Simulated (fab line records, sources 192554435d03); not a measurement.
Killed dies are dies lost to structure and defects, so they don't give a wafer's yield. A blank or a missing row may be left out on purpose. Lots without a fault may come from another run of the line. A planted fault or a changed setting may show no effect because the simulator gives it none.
fab line records | flow n5_finfet
record lots=24 wafers=72 last_day=20
route steps=1938 shown BEOL_M0_CUTY@710 BEOL_M0@722
lots that met no fault: from a run of the same line without faults
start_h: hours from the record's first day to the start of the lot's first wafer shown | wait_h: hours since the lot's step before | " the same as in the row above | L1.1+2: a row that stands for several wafers | - no value, or no start given | * or withheld: withheld | < > ~ a bound
route shown NAME@n: a module of which the file shows steps, and the number in the route of the first | usual: mean/standard deviation of fault-free wafers | same: alike in all rows | chamber/n: place in a boat | sites: the reading at each site | _std_site: their standard deviation | _edge_site: outer sites' mean less inner sites' | radius_mm: how far each site lies from the wafer's centre | mask NAME#n: copy n | behind: the tool/chamber that last shaped the wafer | hold: why the lot was held/for how many hours/how that ended | device: the transistor (n, p or np) that didn't switch | end of line: the same wafers' tests at the end of the route | a step without rows: its recipe alone | killed: dies lost to structure and defects at the first sort, not the wafer's yield | map: a wafer's dies, x killed, . not, _ none there
set.NAME: the setting as run; set.NAME@STEP: as run at that earlier step | model.NAME: the simulator's own value behind a step, which no gauge read
steps of the route over a sample of lots; a table a step, a row a wafer
services: from which hour (start_h, from the record's first day; less than 0 if before it) a tool's chamber was out of use, for how many hours, and why
## steps
# step N5_BEOL_M0_CUTY_INSPECT_59
# recipe mode=adi inspect_instrument=macro
# usual raw_defect_count=1.8/1.3
# columns lot.wafer tool chamber start_h wait_h raw_defect_count
L074.1 defect_inspect-01 - 117.57 0.0 0
L074.3 " - " " 3
L074.5 " - " " 0
L075.2 defect_inspect-01 - 123.21 0.0 1
L075.3 " - " " 1
L075.6 " - " " 1
L076.1 defect_inspect-01 - 126.09 0.0 0
L076.2 " - " " 2
L076.4 " - " " 2
L077.2 defect_inspect-01 - 128.78 0.0 3
L077.5 " - " " 2
L077.6 " - " " 2
L078.1 defect_inspect-02 - 139.26 0.0 2
L078.4 " - " " 4
L078.6 " - " " 3
L079.1 defect_inspect-01 - 145.26 0.0 1
L079.3 " - " " 0
L079.5 " - " " 0
L080.1 defect_inspect-02 - 151.18 0.0 1
L080.3 " - " " 1
L080.5 " - " " 1
L081.2 defect_inspect-02 - 155.61 0.0 1
L081.5 " - " " 3
L081.6 " - " " 4
L082.2 defect_inspect-01 - 161.36 0.0 0
L082.3 " - " " 3
L082.5 " - " " 1
L083.3 defect_inspect-01 - 167.26 0.0 0
L083.4 " - " " 0
L083.5 " - " " 4
L084.2 defect_inspect-01 - 171.35 0.0 2
L084.4 " - " " 4
L084.5 " - " " 2
L085.2 defect_inspect-01 - 181.74 0.0 0
L085.3 " - " " 1
L085.4 " - " " 3
L086.2 defect_inspect-01 - 187.80 0.0 2
L086.3 " - " " 2
L086.4 " - " " 2
L087.1 defect_inspect-02 - 194.31 0.0 2
L087.4 " - " " 4
L087.6 " - " " 2
L088.1 defect_inspect-01 - 198.42 0.0 0
L088.2 " - " " 1
L088.4 " - " " 3
L089.2 defect_inspect-01 - 211.28 0.0 3
L089.3 " - " " 1
L089.5 " - " " 2
L090.2 defect_inspect-02 - 218.12 0.0 2
L090.3 " - " " 0
L090.6 " - " " 2
L091.1 defect_inspect-02 - 230.60 0.0 3
L091.3 " - " " 0
L091.6 " - " " 1
L092.1 defect_inspect-02 - 235.77 0.0 2
L092.2 " - " " 5
L092.6 " - " " 0
L093.3 defect_inspect-02 - 240.46 0.0 0
L093.4 " - " " 2
L093.5 " - " " 1
L094.1 defect_inspect-02 - 242.64 0.0 2
L094.2 " - " " 2
L094.3 " - " " 1
L095.4 defect_inspect-01 - 245.60 0.0 3
L095.5 " - " " 2
L095.6 " - " " 2
L096.2 defect_inspect-02 - 253.99 0.0 0
L096.3 " - " " 1
L096.6 " - " " 0
L097.1 defect_inspect-01 - 258.01 0.0 1
L097.2 " - " " 0
L097.5 " - " " 1
# step N5_BEOL_M0_CUTY_DESCUM_61
# recipe chemistry=O2 time_s=7.9 source_power_w=50 bias_power_w=20 pressure_mtorr=20 rf_frequency_hz=2.712e+07 temp_c=40 resist=CAR-ArF-block o2_flow_sccm=225
# usual drypump_motor_current_A=5.9/0.43 o2_flow_sccm=224.9/0.6 oes_product_au=0.80/0.084 rf_vpp_V=243.3/1.2 showerhead_plenum_p_Torr=2.11/0.057 throttle_valve_pct=20.50/0.2
# columns lot.wafer tool chamber start_h wait_h drypump_motor_current_A o2_flow_sccm oes_product_au rf_hours_counter_h rf_vpp_V showerhead_plenum_p_Torr throttle_valve_pct
L074.1 rie_diel-05 1 117.89 0.3 6.6 225.5 0.80 124 245.3 2.10 20.27
L074.3 " 0 " " 5.7 225.3 0.86 55 244.9 2.21 20.48
L074.5 " 0 " " 5.7 224.4 0.84 - 246.3 2.22 20.49
L075.2 rie_diel-05 3 123.35 0.1 5.9 225.1 0.83 75 243.6 2.03 20.58
L075.3 " 2 " " 6.0 224.1 0.73 185 243.9 2.17 20.75
L075.6 " 2 " " 6.1 224.7 0.73 - 244.3 2.17 20.74
L076.1 rie_diel-05 1 126.12 0.0 6.6 225.3 0.79 128 242.7 2.10 20.28
L076.2 " 2 " " 6.0 224.8 0.73 186 245.1 2.17 20.76
L076.4 " 0 " " 5.7 223.8 0.84 59 245.4 2.21 20.51
L077.2 rie_diel-05 3 128.81 0.0 6.0 225.4 0.84 77 242.0 2.03 20.58
L077.5 " 0 " " 5.7 225.1 0.84 - 244.6 2.21 20.51
L077.6 " 3 " " 6.0 225.6 0.83 - 241.6 2.03 20.57
L078.1 rie_diel-01 2 139.41 0.2 5.0 225.4 0.70 229 245.4 2.16 20.35
L078.4 " 3 " " 5.2 225.1 0.78 112 244.4 2.10 20.70
L078.6 " 2 " " 5.0 224.5 0.71 - 244.3 2.16 20.38
L079.1 rie_diel-04 2 146.24 1.0 5.5 224.3 0.72 170 243.7 2.08 20.68
L079.3 " 1 " " 6.2 224.8 0.68 246 242.1 2.05 20.58
L079.5 " 1 " " 6.2 224.2 0.68 - 241.3 2.05 20.57
L080.1 rie_diel-05 0 151.21 0.0 5.7 224.5 0.83 63 245.5 2.21 20.51
L080.3 " 3 " " 6.0 224.9 0.82 80 241.9 2.03 20.58
L080.5 " 1 " " 6.6 225.1 0.78 - 244.1 2.10 20.26
L081.2 rie_diel-04 1 155.74 0.1 6.2 224.9 0.67 250 242.4 2.05 20.56
L081.5 " 0 " " 6.2 225.0 0.67 - 244.8 2.14 20.55
L081.6 " 1 " " 6.2 225.0 0.67 - 242.4 2.05 20.57
L082.2 rie_diel-04 1 161.39 0.0 6.2 225.3 0.67 252 242.9 2.05 20.59
L082.3 " 3 " " 5.5 225.6 0.95 13 243.9 2.13 20.23
L082.5 " 2 " " 5.5 225.2 0.72 - 243.5 2.08 20.68
L083.3 rie_diel-01 0 167.29 0.0 6.5 225.1 0.87 49 241.9 2.04 20.32
L083.4 " 2 " " 5.0 225.0 0.69 239 244.6 2.15 20.39
L083.5 " 1 " " 5.6 224.7 0.75 - 243.3 2.10 20.68
L084.2 rie_diel-04 3 171.40 0.1 5.5 224.7 0.93 16 242.8 2.13 20.24
L084.4 " 3 " " 5.5 225.4 0.93 - 243.3 2.13 20.24
L084.5 " 1 " " 6.2 225.0 0.67 - 243.6 2.05 20.59
L085.2 rie_diel-05 2 181.77 0.0 6.0 224.9 0.73 196 244.5 2.17 20.76
L085.3 " 0 " " 5.7 224.2 0.81 74 244.6 2.21 20.53
L085.4 " 2 " " 6.0 224.5 0.73 - 244.4 2.17 20.75
L086.2 rie_diel-01 2 187.85 0.0 5.0 223.8 0.69 247 244.4 2.15 20.41
L086.3 " 3 " " 5.1 224.5 0.76 130 242.5 2.10 20.72
L086.4 " 0 " " 6.5 224.9 0.87 55 241.0 2.04 20.30
L087.1 rie_diel-05 2 194.34 0.0 6.1 226.1 0.73 199 243.8 2.17 20.78
L087.4 " 1 " " 6.6 225.4 0.77 143 242.4 2.10 20.29
L087.6 " 2 " " 6.0 225.6 0.73 - 245.3 2.17 20.76
L088.1 rie_diel-04 3 198.46 0.0 5.5 224.6 0.92 27 245.6 2.13 20.24
L088.2 " 0 " " 6.2 225.7 0.94 4 243.0 2.14 20.19
L088.4 " 2 " " 5.5 225.6 0.71 - 241.8 2.08 20.71
L089.2 rie_diel-01 3 211.31 0.0 5.2 225.1 0.76 137 244.4 2.09 20.74
L089.3 " 1 " " 5.6 225.1 0.75 179 242.3 2.10 20.71
L089.5 " 3 " " 5.2 225.5 0.75 - 242.5 2.09 20.71
L090.2 rie_diel-04 1 218.16 0.0 6.2 224.9 0.97 3 241.7 2.05 20.15
L090.3 " 2 " " 5.5 224.2 0.70 197 243.4 2.07 20.71
L090.6 " 3 " " 5.5 225.3 0.89 - 243.7 2.13 20.25
L091.1 rie_diel-04 0 230.64 0.0 6.2 223.6 0.93 11 245.1 2.14 20.21
L091.3 " 3 " " 5.5 224.6 0.90 38 242.7 2.13 20.28
L091.6 " 0 " " 6.2 224.2 0.92 - 243.2 2.14 20.20
L092.1 rie_diel-05 0 235.80 0.0 5.7 225.1 0.80 91 244.4 2.20 20.54
L092.2 " 3 " " 6.0 224.3 0.80 109 243.5 2.02 20.64
L092.6 " 0 " " 5.7 223.9 0.81 - 243.1 2.20 20.54
L093.3 rie_diel-04 1 240.87 0.4 6.2 225.0 0.94 10 242.4 2.04 20.17
L093.4 " 2 " " 5.6 224.3 0.69 204 242.5 2.07 20.73
L093.5 " 0 " " 6.2 225.6 0.91 - 244.6 2.14 20.20
L094.1 rie_diel-05 3 243.79 1.1 6.0 224.0 0.80 112 242.3 2.02 20.65
L094.2 " 1 " " 6.6 224.8 0.77 159 242.3 2.09 20.31
L094.3 " 2 " " 6.1 223.4 0.72 216 243.3 2.16 20.81
L095.4 rie_diel-05 1 246.00 0.4 6.7 225.2 0.77 160 244.4 2.09 20.32
L095.5 " 1 " " 6.6 225.8 0.77 - 243.5 2.09 20.31
L095.6 " 2 " " 6.1 224.8 0.71 - 244.1 2.16 20.78
L096.2 rie_diel-01 2 254.02 0.0 5.0 224.7 0.96 10 242.4 2.14 20.04
L096.3 " 1 " " 5.7 224.0 0.74 198 243.5 2.09 20.73
L096.6 " 0 " " 6.5 224.0 0.83 - 240.7 2.03 20.39
L097.1 rie_diel-04 3 258.41 0.4 5.5 225.6 0.88 46 244.4 2.12 20.28
L097.2 " 1 " " 6.2 224.9 0.92 15 242.3 2.04 20.21
L097.5 " 1 " " 6.2 225.0 0.92 - 243.0 2.04 20.18
# step N5_BEOL_M0_STRIP_142
# recipe chemistry=N2/H2 time_s=10 power_w=450 temp_c=40 pressure_mtorr=20 rf_frequency_hz=6e+07 bias_power_w=7 n2_flow_sccm=200 h2_flow_sccm=200
# usual drypump_motor_current_A=5.8/0.47 h2_flow_sccm=200.1/0.6 oes_product_au=0.79/0.088 rf_vpp_V=59.3/0.89 showerhead_plenum_p_Torr=2.55/0.064 throttle_valve_pct=23.74/0.23
# columns lot.wafer tool chamber start_h wait_h drypump_motor_current_A h2_flow_sccm oes_product_au rf_hours_counter_h rf_vpp_V showerhead_plenum_p_Torr throttle_valve_pct
L074.1 rie_diel-05 3 119.22 0.0 6.0 200.3 0.84 74 60.1 2.46 23.68
L074.3 " 0 " " 5.7 199.5 0.84 56 59.4 2.69 23.87
L074.5 " 3 " " 6.0 199.6 0.84 - 59.3 2.46 23.67
L075.2 rie_diel-04 2 125.42 0.0 5.5 200.1 0.72 161 58.2 2.53 23.98
L075.3 " 1 " " 6.2 200.2 0.68 237 58.8 2.50 23.73
L075.6 " 1 " " 6.2 200.1 0.68 - 59.4 2.50 23.72
L077.2 rie_diel-04 2 131.62 0.0 5.6 199.9 0.72 163 58.3 2.53 24.01
L077.5 " 0 " " 6.2 200.2 0.68 - 60.0 2.61 23.66
L077.6 " 1 " " 6.2 199.8 0.68 - 59.4 2.50 23.73
L076.1 rie_diel-01 2 133.29 0.0 5.0 200.2 0.70 226 59.3 2.60 23.34
L076.2 " 3 " " 5.2 198.9 0.78 109 61.2 2.57 23.94
L076.4 " 0 " " 6.5 200.0 0.89 35 59.1 2.49 23.57
L078.1 rie_diel-04 2 141.58 0.0 5.6 200.5 0.72 168 60.4 2.53 24.01
L078.4 " 0 " " 6.2 199.9 0.68 243 59.6 2.61 23.68
L078.6 " 2 " " 5.6 199.5 0.72 - 59.5 2.53 24.03
L079.1 rie_diel-04 1 147.53 0.0 6.3 199.3 0.68 247 58.6 2.50 23.76
L079.3 " 2 " " 5.5 199.2 0.72 171 60.8 2.53 24.01
L079.5 " 0 " " 6.2 200.8 0.68 - 58.8 2.61 23.67
L080.1 rie_diel-04 1 153.69 0.0 6.3 200.5 0.67 249 58.9 2.49 23.76
L080.3 " 2 " " 5.5 199.2 0.72 173 58.9 2.52 24.02
L080.5 " 2 " " 5.5 200.6 0.71 - 58.4 2.53 24.01
L081.2 rie_diel-05 0 159.00 0.0 5.7 200.0 0.84 65 59.0 2.69 23.87
L081.5 " 1 " " 6.6 200.4 0.78 - 59.7 2.55 23.66
L081.6 " 3 " " 6.0 200.0 0.83 - 60.1 2.45 23.69
L082.2 rie_diel-01 3 165.87 0.0 5.2 200.9 0.77 121 60.0 2.56 23.96
L082.3 " 2 " " 5.0 199.5 0.69 239 58.5 2.60 23.36
L082.5 " 0 " " 6.5 199.4 0.87 - 61.5 2.48 23.58
L083.3 rie_diel-05 1 168.71 0.0 6.6 199.9 0.79 138 58.7 2.55 23.67
L083.4 " 2 " " 6.1 199.8 0.73 191 60.1 2.63 23.82
L083.5 " 2 " " 6.1 200.6 0.74 - 58.3 2.63 23.81
L084.2 rie_diel-04 3 174.73 0.0 5.5 200.1 0.94 17 60.2 2.60 23.70
L084.4 " 1 " " 6.2 199.4 0.68 - 58.4 2.49 23.76
L084.5 " 3 " " 5.5 200.4 0.94 - 60.0 2.60 23.69
L085.2 rie_diel-05 0 184.64 0.0 5.7 199.7 0.82 75 59.4 2.68 23.90
L085.3 " 1 " " 6.6 200.8 0.78 140 59.4 2.55 23.67
L085.4 " 3 " " 6.0 200.5 0.81 92 58.6 2.45 23.71
L086.2 rie_diel-05 0 192.15 0.0 5.7 200.7 0.82 77 58.9 2.68 23.90
L086.3 " 3 " " 6.0 199.8 0.81 94 60.1 2.45 23.71
L086.4 " 1 " " 6.6 199.9 0.78 142 59.3 2.55 23.70
L087.1 rie_diel-01 1 195.61 0.0 5.6 201.5 0.76 173 59.9 2.53 23.97
L087.4 " 2 " " 5.0 200.5 0.70 248 61.4 2.59 23.36
L087.6 " 0 " " 6.5 200.0 0.87 - 60.0 2.48 23.58
L088.1 rie_diel-05 3 200.46 0.0 6.0 200.7 0.81 97 60.1 2.45 23.68
L088.2 " 2 " " 6.0 199.1 0.72 202 59.1 2.62 23.83
L088.4 " 0 " " 5.7 200.7 0.81 80 59.7 2.68 23.91
L089.2 rie_diel-05 1 215.16 0.0 6.6 199.4 0.77 149 60.3 2.54 23.70
L089.3 " 0 " " 5.7 199.7 0.81 84 58.0 2.68 23.89
L089.5 " 0 " " 5.7 199.4 0.82 - 59.4 2.68 23.90
L090.2 rie_diel-01 1 219.34 0.0 5.6 200.8 0.75 183 59.1 2.53 23.97
L090.3 " 3 " " 5.2 199.4 0.74 142 58.7 2.55 23.99
L090.6 " 3 " " 5.2 199.7 0.75 - 60.3 2.55 24.01
L091.1 rie_diel-01 0 232.17 0.0 6.5 199.6 0.83 72 58.2 2.47 23.61
L091.3 " 1 " " 5.7 199.3 0.73 188 59.8 2.52 23.99
L091.6 " 3 " " 5.2 200.0 0.74 - 59.2 2.55 24.01
L092.1 rie_diel-01 3 241.60 0.0 5.2 200.9 0.72 151 57.9 2.55 24.00
L092.2 " 2 " " 5.0 200.4 0.96 6 60.3 2.59 23.07
L092.6 " 3 " " 5.2 200.3 0.73 - 60.1 2.55 24.00
L094.1 rie_diel-04 2 245.35 0.0 5.5 199.7 0.69 206 58.9 2.51 24.07
L094.2 " 1 " " 6.3 199.8 0.93 12 60.1 2.49 23.39
L094.3 " 3 " " 5.5 200.2 0.88 43 60.1 2.59 23.74
L093.3 rie_diel-01 3 246.09 0.0 5.2 199.4 0.73 154 58.5 2.55 24.01
L093.4 " 2 " " 5.0 200.5 0.96 8 56.7 2.59 23.08
L093.5 " 0 " " 6.5 199.9 0.83 - 58.1 2.47 23.62
L095.4 rie_diel-04 0 247.43 0.0 6.2 200.4 0.91 16 60.3 2.60 23.38
L095.5 " 2 " " 5.5 200.3 0.69 - 60.0 2.51 24.06
L095.6 " 3 " " 5.5 199.2 0.88 - 59.2 2.59 23.73
L096.2 rie_diel-01 3 255.53 0.0 5.2 199.5 0.73 157 57.8 2.55 24.01
L096.3 " 1 " " 5.7 200.7 0.73 199 57.5 2.52 23.99
L096.6 " 1 " " 5.7 200.2 0.73 - 58.1 2.52 23.99
L097.1 rie_diel-04 1 268.96 0.0 6.3 200.4 0.92 19 58.5 2.48 23.39
L097.2 " 2 " " 5.6 199.7 0.69 213 59.6 2.51 24.05
L097.5 " 2 " " 5.6 200.2 0.69 - 58.3 2.51 24.06
# step N5_BEOL_M0_DEGAS_112
# recipe ambient=vacuum temp_c=250 time_s=60
# usual heater_power_w=353/37
# columns lot.wafer tool chamber start_h wait_h heater_power_w
L074.1 pvd_sputter-03 - 122.03 2.3 342
L074.3 " - " " 318
L074.5 " - " " 333
L075.2 pvd_sputter-01 - 126.78 1.0 306
L075.3 " - " " 345
L075.6 " - " " 328
L077.2 pvd_sputter-02 - 132.94 0.3 413
L077.5 " - " " 375
L077.6 " - " " 369
L076.1 pvd_sputter-02 - 133.66 0.0 406
L076.2 " - " " 373
L076.4 " - " " 367
L078.1 pvd_sputter-01 - 144.79 2.0 322
L078.4 " - " " 403
L078.6 " - " " 392
L079.1 pvd_sputter-01 - 149.28 1.4 397
L079.3 " - " " 310
L079.5 " - " " 351
L080.1 pvd_sputter-01 - 154.89 0.8 390
L080.3 " - " " 318
L080.5 " - " " 326
L081.2 pvd_sputter-01 - 159.80 0.5 324
L081.5 " - " " 347
L081.6 " - " " 306
L082.2 pvd_sputter-02 - 166.48 0.1 366
L082.3 " - " " 377
L082.5 " - " " 354
L083.3 pvd_sputter-01 - 169.41 0.4 398
L083.4 " - " " 305
L083.5 " - " " 344
L084.2 pvd_sputter-02 - 175.43 0.3 389
L084.4 " - " " 368
L084.5 " - " " 385
L085.2 pvd_sputter-02 - 185.27 0.3 369
L085.3 " - " " 391
L085.4 " - " " 368
L086.2 pvd_sputter-03 - 192.71 0.2 320
L086.3 " - " " 410
L086.4 " - " " 344
L087.1 pvd_sputter-02 - 196.16 0.2 412
L087.4 " - " " 370
L087.6 " - " " 367
L088.1 pvd_sputter-03 - 201.57 0.8 294
L088.2 " - " " 326
L088.4 " - " " 325
L089.2 pvd_sputter-03 - 217.92 1.9 305
L089.3 " - " " 335
L089.5 " - " " 325
L090.2 pvd_sputter-03 - 222.03 2.1 332
L090.3 " - " " 407
L090.6 " - " " 329
L091.1 pvd_sputter-03 - 232.70 0.2 401
L091.3 " - " " 307
L091.6 " - " " 400
L092.1 pvd_sputter-03 - 243.44 0.1 307
L092.2 " - " " 330
L092.6 " - " " 336
L094.1 pvd_sputter-01 - 246.10 0.0 345
L094.2 " - " " 307
L094.3 " - " " 323
L093.3 pvd_sputter-01 - 246.54 0.1 339
L093.4 " - " " 306
L093.5 " - " " 317
L095.4 pvd_sputter-03 - 247.80 0.0 344
L095.5 " - " " 298
L095.6 " - " " 333
L096.2 pvd_sputter-03 - 256.09 0.2 403
L096.3 " - " " 341
L096.6 " - " " 401
L097.1 pvd_sputter-01 - 269.50 0.2 312
L097.2 " - " " 324
L097.5 " - " " 317
# step N5_BEOL_M0_ANNEAL_133
# recipe temp_c=400 time_s=60 ambient=vacuum
# usual heater_power_w=864/94
# columns lot.wafer tool chamber start_h wait_h heater_power_w
L074.1 pvd_sputter-01 - 122.92 0.0 768
L074.3 " - " " 984
L074.5 " - " " 794
L075.2 pvd_sputter-01 - 127.72 0.0 802
L075.3 " - " " 732
L075.6 " - " " 856
L077.2 pvd_sputter-03 - 133.98 0.0 1039
L077.5 " - " " 787
L077.6 " - " " 763
L076.1 pvd_sputter-01 - 136.38 0.0 975
L076.2 " - " " 758
L076.4 " - " " 817
L078.1 pvd_sputter-01 - 145.81 0.0 844
L078.4 " - " " 996
L078.6 " - " " 794
L079.1 pvd_sputter-03 - 150.18 0.0 830
L079.3 " - " " 753
L079.5 " - " " 1012
L080.1 pvd_sputter-01 - 155.79 0.0 792
L080.3 " - " " 780
L080.5 " - " " 1003
L081.2 pvd_sputter-01 - 160.64 0.0 816
L081.5 " - " " 807
L081.6 " - " " 760
L082.2 pvd_sputter-01 - 168.83 0.0 756
L082.3 " - " " 798
L082.5 " - " " 790
L083.3 pvd_sputter-02 - 170.32 0.0 931
L083.4 " - " " 902
L083.5 " - " " 928
L084.2 pvd_sputter-01 - 176.44 0.0 763
L084.4 " - " " 820
L084.5 " - " " 807
L085.2 pvd_sputter-03 - 186.41 0.0 797
L085.3 " - " " 808
L085.4 " - " " 770
L086.2 pvd_sputter-02 - 195.40 0.0 902
L086.3 " - " " 1023
L086.4 " - " " 903
L087.1 pvd_sputter-02 - 197.30 0.0 911
L087.4 " - " " 906
L087.6 " - " " 932
L088.1 pvd_sputter-03 - 204.17 0.0 838
L088.2 " - " " 794
L088.4 " - " " 741
L089.2 pvd_sputter-03 - 218.72 0.0 1081
L089.3 " - " " 835
L089.5 " - " " 1015
L090.2 pvd_sputter-03 - 222.95 0.0 792
L090.3 " - " " 1017
L090.6 " - " " 737
L091.1 pvd_sputter-03 - 233.96 0.0 832
L091.3 " - " " 805
L091.6 " - " " 804
L092.1 pvd_sputter-03 - 244.27 0.0 807
L092.2 " - " " 1015
L092.6 " - " " 758
L094.1 pvd_sputter-03 - 246.89 0.0 854
L094.2 " - " " 806
L094.3 " - " " 1003
L093.3 pvd_sputter-01 - 247.26 0.0 770
L093.4 " - " " 1002
L093.5 " - " " 792
L095.4 pvd_sputter-01 - 250.33 0.0 967
L095.5 " - " " 999
L095.6 " - " " 804
L096.2 pvd_sputter-01 - 257.07 0.0 973
L096.3 " - " " 867
L096.6 " - " " 1003
L097.1 pvd_sputter-01 - 270.57 0.0 784
L097.2 " - " " 873
L097.5 " - " " 789
# step N5_BEOL_M0_DEP_125
# recipe material=SiCN target_thk_a=80 temp_c=withheld precursor=3MS/NH3 pressure_torr=3 rf_w=202 time_s=14
# usual chamber_pressure_Torr=2.999/0.0062 showerhead_plenum_p_Torr=3.663/0.018 throttle_valve_pct=9.1/0.48
# columns lot.wafer tool chamber start_h wait_h chamber_pressure_Torr showerhead_plenum_p_Torr throttle_valve_pct
L074.1 pecvd-02 0 124.13 0.0 3.007 3.643 9.5
L074.3 " 2 " " 2.998 3.674 8.8
L074.5 " 1 " " 3.003 3.694 9.8
L075.2 pecvd-01 1 128.92 0.0 2.999 3.688 9.8
L075.3 " 2 " " 3.005 3.696 9.1
L075.6 " 0 " " 3.004 3.671 8.4
L077.2 pecvd-01 2 135.12 0.0 3.006 3.682 9.0
L077.5 " 1 " " 3.001 3.696 10.2
L077.6 " 0 " " 2.981 3.674 8.5
L076.1 pecvd-03 0 137.59 0.0 3.001 3.643 8.9
L076.2 " 2 " " 2.992 3.647 8.8
L076.4 " 0 " " 2.992 3.645 9.2
L078.1 pecvd-03 2 147.67 0.0 3.003 3.654 8.7
L078.4 " 0 " " 3.005 3.656 9.0
L078.6 " 2 " " 2.997 3.646 8.9
L079.1 pecvd-01 2 151.81 0.0 3.001 3.684 9.3
L079.3 " 1 " " 3.006 3.680 10.1
L079.5 " 0 " " 3.000 3.674 8.6
L080.1 pecvd-03 1 157.03 0.0 3.004 3.646 9.0
L080.3 " 0 " " 2.987 3.640 9.1
L080.5 " 2 " " 2.999 3.654 8.4
L081.2 pecvd-01 0 161.92 0.0 2.994 3.673 8.4
L081.5 " 0 " " 2.989 3.668 8.7
L081.6 " 2 " " 3.000 3.672 9.0
L082.2 pecvd-03 1 170.03 0.0 2.998 3.645 9.0
L082.3 " 2 " " 2.999 3.650 8.7
L082.5 " 2 " " 2.997 3.659 8.7
L083.3 pecvd-01 0 171.46 0.0 2.994 3.668 8.9
L083.4 " 1 " " 3.001 3.687 10.1
L083.5 " 0 " " 2.984 3.685 8.9
L084.2 pecvd-03 0 177.58 0.0 3.003 3.643 9.4
L084.4 " 1 " " 2.990 3.644 8.8
L084.5 " 0 " " 2.995 3.645 9.0
L085.2 pecvd-01 1 187.59 0.0 3.007 3.685 10.0
L085.3 " 2 " " 3.004 3.678 9.0
L085.4 " 0 " " 2.996 3.663 8.9
L086.2 pecvd-01 0 196.54 0.0 3.000 3.679 8.5
L086.3 " 1 " " 3.001 3.688 10.0
L086.4 " 0 " " 2.998 3.668 8.7
L087.1 pecvd-02 1 198.63 0.0 3.007 3.684 10.1
L087.4 " 1 " " 2.998 3.687 10.0
L087.6 " 0 " " 3.000 3.655 9.7
L088.1 pecvd-01 1 205.32 0.0 2.999 3.679 9.7
L088.2 " 0 " " 2.999 3.676 8.5
L088.4 " 1 " " 3.005 3.686 10.1
L089.2 pecvd-03 1 219.88 0.0 3.002 3.647 9.2
L089.3 " 0 " " 2.988 3.639 9.2
L089.5 " 0 " " 3.006 3.644 9.1
L090.2 pecvd-03 0 224.27 0.0 3.013 3.635 8.9
L090.3 " 0 " " 3.001 3.645 8.9
L090.6 " 1 " " 2.995 3.647 9.2
L091.1 pecvd-02 1 235.12 0.0 2.992 3.678 9.9
L091.3 " 2 " " 3.000 3.678 8.7
L091.6 " 0 " " 2.994 3.652 9.4
L092.1 pecvd-03 2 245.41 0.0 3.002 3.650 8.8
L092.2 " 1 " " 2.993 3.647 9.1
L092.6 " 2 " " 3.011 3.651 8.8
L094.1 pecvd-03 2 248.03 0.0 2.992 3.651 8.8
L094.2 " 0 " " 3.010 3.638 9.0
L094.3 " 1 " " 3.003 3.646 9.0
L093.3 pecvd-03 0 248.48 0.0 2.997 3.652 9.2
L093.4 " 1 " " 3.000 3.651 9.3
L093.5 " 0 " " 3.013 3.642 9.5
L095.4 pecvd-03 1 251.49 0.0 3.006 3.642 9.2
L095.5 " 2 " " 3.001 3.655 8.9
L095.6 " 0 " " 2.989 3.640 9.1
L096.2 pecvd-02 2 258.27 0.0 2.995 3.677 9.0
L096.3 " 0 " " 2.992 3.638 9.7
L096.6 " 0 " " 2.999 3.639 9.3
L097.1 pecvd-01 1 271.98 0.0 3.004 3.682 10.1
L097.2 " 0 " " 2.995 3.670 8.4
L097.5 " 0 " " 2.998 3.678 8.7
## services
# columns tool chamber start_h hours kind
rie_diel-04 3 101.78 - clean
rie_diel-04 3 101.78 - consumable_replace:focus_ring
rie_diel-04 3 101.78 28.4 scheduled_down
rie_diel-04 3 101.78 28.4 vent_cycle
rie_diel-04 - 119.54 2.3 repair
rie_diel-05 - 132.88 14.6 pm
pecvd-02 - 139.06 14.6 pm
rie_diel-04 0 160.67 - clean
rie_diel-04 0 160.67 - consumable_replace:focus_ring
rie_diel-04 0 160.67 25.2 scheduled_down
rie_diel-04 0 160.67 25.2 vent_cycle
pecvd-01 - 162.71 0.8 repair
pecvd-01 0 165.33 2.4 repair
rie_diel-05 1 173.90 8.8 repair
rie_diel-04 1 176.16 8.1 repair
pecvd-01 - 181.09 0.6 repair
rie_diel-01 0 182.28 1.9 repair
rie_diel-04 1 185.89 - clean
rie_diel-01 2 190.80 1.6 repair
pecvd-03 - 208.55 0.7 repair
pecvd-03 2 214.61 14.7 repair
rie_diel-04 0 214.62 7.9 repair
rie_diel-05 - 236.95 2.4 repair
pvd_sputter-02 - 265.13 12.8 repair
## key
fault none
